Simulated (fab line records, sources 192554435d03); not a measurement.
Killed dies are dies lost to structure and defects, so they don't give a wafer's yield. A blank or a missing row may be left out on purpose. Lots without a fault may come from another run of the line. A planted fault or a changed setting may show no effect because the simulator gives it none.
Split-lot experiment | flow n5_finfet | 7 lots, 21 wafers read, on a route of 1938 steps

THE SPLIT
At N5_BEOL_M7_ILD_DEP_00 (deposits SiCOH lowk from DEMS/porogen, target thk 179.75 nm, time 33.4 s), the setting time_s was moved away from the recipe's 33.4 s on 9 of the 21 wafers read, by -7.9% to +12.6%. The other wafers ran this setting at the recipe's value.

FROM THE SPLIT TO THE READING: what the file shows between them, 1 step
- N5_BEOL_M7_CURE_74: cures SiCOH lowk, time 240 s

THE READING
M7_ILD_THK, in nm, at N5_BEOL_M7_THK_MEAS_01. Fault-free wafers of this fab line usually give 155.1 nm, standard deviation 1.6 nm.

wafer  | tool, chamber at the split | time_s as run, s | against the recipe | M7_ILD_THK, nm | against lot-mates on the recipe
L075.3 | pecvd-03, 2                | 30.76            | -7.9%              | 142.8          | -13.5
L075.5 | pecvd-03, 2                | 33.4             | recipe             | 156.5          | -
L075.6 | pecvd-03, 1                | 33.4             | recipe             | 156.1          | -
L085.1 | pecvd-04, 2                | 33.4             | recipe             | 155.4          | -
L085.5 | pecvd-04, 0,1              | 34.81            | +4.2%              | 162.5          | +7.1
L085.6 | pecvd-04, 0,1              | 34.81            | +4.2%              | 162.6          | +7.2
L088.2 | pecvd-02, 0                | 37.36            | +11.9%             | 172.7          | +16.3
L088.4 | pecvd-02, 0                | 37.36            | +11.9%             | 175.8          | +19.4
L088.6 | pecvd-02, 2                | 33.4             | recipe             | 156.4          | -
L089.1 | pecvd-02, 2                | 33.4             | recipe             | 154.1          | -
L089.4 | pecvd-02, 2                | 34.95            | +4.6%              | 164.8          | +9.2
L089.6 | pecvd-02, 1                | 33.4             | recipe             | 157.0          | -
L093.1 | pecvd-02, 2                | 33.4             | recipe             | 154.0          | -
L093.3 | pecvd-02, 1                | 35.7             | +6.9%              | 163.2          | +9.2
L093.6 | pecvd-02, 2                | 35.7             | +6.9%              | 165.9          | +11.9
L096.2 | pecvd-04, 2                | 33.4             | recipe             | 154.3          | -
L096.3 | pecvd-04, 1                | 33.4             | recipe             | 154.3          | -
L096.6 | pecvd-04, 0                | 37.62            | +12.6%             | 176.5          | +22.2
L095.2 | pecvd-03, 1                | 33.4             | recipe             | 156.1          | -
L095.5 | pecvd-03, 1                | 33.4             | recipe             | 156.0          | -
L095.6 | pecvd-03, 0                | 33.4             | recipe             | 158.7          | -
Where a row lists several chambers, the file gives one row for several wafers and doesn't say which wafer went through which chamber.

THE FIT
A straight line over all 21 wafers: M7_ILD_THK changes by +1.57 nm for each +1% of time_s; r = +0.98; the points scatter about the line by 1.5 nm.
The same after taking each lot's own level away (the mean of its wafers on the recipe; 21 wafers): +1.62 nm for each +1%; r = +0.99; scatter 1.2 nm.
On that fit, the largest move of time_s shifts the reading by 20 nm.
The lots' own levels span 154.00 to 156.93 nm, that is 1.8 times the standard deviation above.
So the lot-to-lot level changes the slope little: the two slopes agree.
Check: with one of the wafers moved furthest among these (+12.6%) left out of the fit, the line predicts +19.8 nm for it against its lot-mates. It came out at +22.2 nm against them.

OTHER SPLITS ON THESE WAFERS
These wafers also went through other splits before the reading. Each is held against what the fit with the lots' levels taken away leaves over:
other split on the same wafers | wafers away from the commonest value | r with M7_ILD_THK (lot level and that fit taken away)
N5_BEOL_M5_COAT_74 spin_rpm    | 4                                    | +0.22
N5_BEOL_M6_ILD_DEP_00 time_s   | 6                                    | -0.02
N5_BEOL_M6_COAT_60 spin_rpm    | 8                                    | -0.31

THE WHOLE CHAIN: every reading that the file lists as answering this split, in the file's order
step                   | what it does                                                             | reading                                                                                  | change (the file's fit)              | r (the file's)
N5_BEOL_M7_ILD_DEP_00  | deposits SiCOH lowk from DEMS/porogen, target thk 179.75 nm, time 33.4 s | SiCOH_lowk_of_BEOL_M7_ILD_DEP_00.thk_nm (the simulator's own value, which no gauge read) | +1.9 nm for each +1% of the setting  | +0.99
N5_BEOL_M7_CURE_74     | cures SiCOH lowk, time 240 s                                             | SiCOH_lowk_of_BEOL_M7_ILD_DEP_00.thk_nm (the simulator's own value, which no gauge read) | +1.65 nm for each +1% of the setting | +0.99
N5_BEOL_M7_THK_MEAS_01 |                                                                          | M7_ILD_THK                                                                               | +1.66 for each +1% of the setting    | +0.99

THE FILE'S OWN FIT
M7_ILD_THK changes by +1.66 nm for each +1% of time_s, r = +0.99.
